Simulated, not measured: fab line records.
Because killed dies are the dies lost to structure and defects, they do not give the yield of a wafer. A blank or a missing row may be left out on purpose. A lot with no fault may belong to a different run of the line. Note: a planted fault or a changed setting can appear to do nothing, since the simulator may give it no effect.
8D (eight disciplines) problem report, filled in by code || flow n5-finfet || the parts of the form that need people (team, actions taken, sign-off) are left out

1. PROBLEM STATEMENT
Wafers with no fault read 14 with a standard deviation of 6.4, whereas killed_at_M4_up at N5_PASSIVATION_PROBE_49 reads a mean of 161 on 1 wafer of 1 lot. Relative to the usual mean, that is a shift of +23 standard deviations.
Seen first at day 13 17:40 on prober-01, wafer L386.1. At this step, 6 wafers from 2 lots have a number in the record. Rule for "out", or "out of limits": more than 4 standard deviations from the usual mean. The rest of the wafers with a number are treated as sound.

2. WHAT IT IS, WHAT IT ISN'T
{"question": "which readings at this step", "is": "killed_at_M4_up, defect-limited-yield, killed-dies, killed-on-rim, sort_bin_5_function, sort-n-pass, sort-yield-pct", "is not": "killed_at_M0_to_M3, killed-at-contacts, killed-at-front-end, killed-at-other, killed-open, killed-short, sort_bin_4_leakage, sort_bin_6_memory, sort_bin_8_speed"}
{"question": "which lots", "is": "L386", "is not": "L394"}
{"question": "which wafers of those lots", "is": "L386.1", "is not": "L386.2, L386.6"}
{"question": "read on which tools", "is": "prober-01", "is not": "-"}
{"question": "when", "is": "from day 13 17:40", "is not": "up to then (0 sound wafers); but 5 sound wafers of L386, L394 came after"}

3. SUSPECTS, AND WHAT RULES EACH OUT
Counting: a tool at a process step up to the reading stays a suspect if it ran every lot that is out. Sound lots after the first of them don't rule it out here, since some wafers of a struck lot are sound.
- rie-diel-04 at N5_BEOL_M9_ETCH_66 (etches SOC in N2/H2, target depth 80 nm, overetch 16 nm, time 120 s): kept. It ran the lot that is out, L386 (day 11 04:35).
- ald-hk-01 at N5_MIM_TOP_ALD_00 (deposits Al2O3, purge time 3 s, co reactant pulse time 3 s): kept. It ran the lot that is out, L386 (day 13 03:04).
- pvd-sputter-03 at N5_MIM_TOP_DEGAS_04 (time 60 s): kept. It ran the lot that is out, L386 (day 13 05:52).
- rie-diel-05 at N5_MIM_TOP_LITHO_DESCUM_10 (chemistry O2, time 7.9 s): kept. It ran the lot that is out, L386 (day 13 06:31).
- prober-01 at N5_PASSIVATION_PROBE_49: kept. It ran the lot that is out, L386 (day 13 17:40). On those wafers its own readings are out: defect-limited-yield, killed_at_M4_up, killed-dies, killed-on-rim, sort_bin_5_function, sort-n-pass, sort-yield-pct.
- Within rie-diel-04 at N5_BEOL_M9_ETCH_66: the wafers that are out ran in chamber 1; their sound lot-mates ran in chambers 0, 2.
- Within rie-diel-05 at N5_MIM_TOP_LITHO_DESCUM_10: the wafers that are out ran in chamber 0; their sound lot-mates ran in chambers 1, 2.
Left after counting: rie-diel-04 at N5_BEOL_M9_ETCH_66, ald-hk-01 at N5_MIM_TOP_ALD_00, pvd-sputter-03 at N5_MIM_TOP_DEGAS_04, rie-diel-05 at N5_MIM_TOP_LITHO_DESCUM_10, prober-01 at N5_PASSIVATION_PROBE_49.

4. THE CAUSE (what the simulator had put in)
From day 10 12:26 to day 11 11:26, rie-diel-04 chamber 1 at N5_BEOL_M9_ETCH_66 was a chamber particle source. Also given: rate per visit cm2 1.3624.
Of the 5 suspects that counting leaves, this tool is one.

5. SEQUENCE OF EFFECTS, ordered by route
Each row: a reading whose mean over the struck wafers that have a number lies more than 3 standard deviations from the usual. Only readings whose record carries a usual standard deviation are examined. hours: median over the lots of the time between each lot's start at the first step of this table that gives one and its start at this step. sigmas: the change, counted in usual standard deviations.
{"hours": 0, "step": "N5_PASSIVATION_PROBE_49", "reading": "defect-limited-yield", "usual": "91.3 %", "on struck wafers": 77.8, "change": -13.5, "sigmas": -7.9}
{"hours": 0, "step": "N5_PASSIVATION_PROBE_49", "reading": "killed_at_M4_up", "usual": 14, "on struck wafers": 161, "change": "+147", "sigmas": "+23"}
{"hours": 0, "step": "N5_PASSIVATION_PROBE_49", "reading": "killed-dies", "usual": 103, "on struck wafers": 262, "change": "+159", "sigmas": "+8.0"}
{"hours": 0, "step": "N5_PASSIVATION_PROBE_49", "reading": "killed-on-rim", "usual": 13, "on struck wafers": 38, "change": "+25", "sigmas": "+6.2"}
{"hours": 0, "step": "N5_PASSIVATION_PROBE_49", "reading": "sort_bin_5_function", "usual": "5.1 %", "on struck wafers": 13.8, "change": "+8.7", "sigmas": "+7.9"}
{"hours": 0, "step": "N5_PASSIVATION_PROBE_49", "reading": "sort-n-pass", "usual": 1077, "on struck wafers": 917, "change": -160, "sigmas": -7.6}
{"hours": 0, "step": "N5_PASSIVATION_PROBE_49", "reading": "sort-yield-pct", "usual": "91.2 %", "on struck wafers": 77.7, "change": -13.5, "sigmas": -7.9}
Its process steps:
- N5_PASSIVATION_PROBE_49

6. WHAT WOULD HAVE CAUGHT IT SOONER
In this record the first reading out of limits was taken at day 13 17:40, 77 hours after the fault began at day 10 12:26.
An alarm limit of 4 standard deviations would not have fired on the tool readings at N5_BEOL_M9_ETCH_66 for which the record gives a usual standard deviation, since none of them was out on any struck wafer.
Each of the lots that are out, 1 in all, had begun N5_BEOL_M9_ETCH_66 on rie-diel-04 no later than day 13 17:40. Had the tool been put on hold then, not one of them would have been saved.
